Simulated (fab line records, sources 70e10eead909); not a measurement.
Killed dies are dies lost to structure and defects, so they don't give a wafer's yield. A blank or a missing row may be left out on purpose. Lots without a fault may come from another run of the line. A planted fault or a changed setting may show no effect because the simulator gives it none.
Which tool did it? | flow nand_harc | 6 lots, 18 wafers sampled, at 5 steps of a route of 1302

WHAT THE GAUGES READ, wafer by wafer
NHARC_END_SORT_01.
lot  | measured     | on        | killed_at_array
L885 | day 26 09:59 | prober-01 | 670 674 672

WHICH TOOL RAN EACH LOT (tool, then ch and the chambers of the sampled wafers, then the start)
lot  | NHARC_A_STAIRCASE_ETCH_451                    | NHARC_A_STAIRCASE_DESCUM_291       | NHARC_A_STAIRCASE_ETCH_294         | NHARC_A_STAIRCASE_HM_DEP_462
L880 | rie_diel-08 ch 0,2,3, day 17 05:53 or earlier | rie_diel-04 ch 0,3, day 17 05:53   | rie_diel-04 ch 0,2, day 17 06:42   | acl_dep-01 ch 0, day 17 09:16
L885 | rie_diel-04 ch 0,1,2, day 18 21:16 or earlier | rie_diel-04 ch 1,3, day 18 21:16   | rie_diel-04 ch 0,1,2, day 18 21:52 | acl_dep-03 ch 0, day 18 23:31
L896 | rie_diel-07 ch 0,1,2, day 23 14:31 or earlier | rie_diel-04 ch 0,1, day 23 14:31   | rie_diel-04 ch 0,1, day 23 15:13   | acl_dep-02 ch 0, day 23 17:26
L897 | rie_diel-07 ch 1,2,3, day 24 16:25 or earlier | rie_diel-04 ch 0,1,2, day 24 16:25 | rie_diel-04 ch 0,3, day 24 16:59   | acl_dep-01 ch 0, day 24 19:34
L899 | rie_diel-04 ch 0,2,3, day 24 18:13 or earlier | rie_diel-08 ch 0,2,3, day 24 18:13 | rie_diel-08 ch 0,2,3, day 24 18:58 | acl_dep-02 ch 0, day 24 20:31
L902 | rie_diel-04 ch 1,3, day 26 06:40 or earlier   | rie_diel-08 ch 0,1,3, day 26 06:40 | rie_diel-08 ch 0,1, day 26 07:16   | acl_dep-02 ch 0, day 26 08:54
- NHARC_A_STAIRCASE_ETCH_451: etches the open film in CF4/O2, target depth 30 nm, overetch 3 nm, time 16.5 s.
- NHARC_A_STAIRCASE_DESCUM_291: chemistry O2, time 3 s.
- NHARC_A_STAIRCASE_ETCH_294: etches the open film in C4F8/O2/Ar, target depth 4989 nm, time 1211.6 s.
- NHARC_A_STAIRCASE_HM_DEP_462: deposits aC, target thk 800 nm.

THE ANSWER, worked out from the rows above alone
Rule: what is usual is taken from the lots themselves. Put in order of their means at a reading, lots are off if they are a third of the lots or fewer, leave a main group of 4 or more, and stand apart from it by a gap of 3 or more times the standard deviation of the main group's means; of several such gaps the widest counts. A main group whose means are all the same, to the digits that the tables above print for the reading, isn't used. A lot without any number at a reading at which 4 lots or more have one is off too. The other lots that the step has rows for count as sound.
No lot is off at any reading shown: from this, nothing can be told.

WHAT THE SIMULATOR HAD PUT IN
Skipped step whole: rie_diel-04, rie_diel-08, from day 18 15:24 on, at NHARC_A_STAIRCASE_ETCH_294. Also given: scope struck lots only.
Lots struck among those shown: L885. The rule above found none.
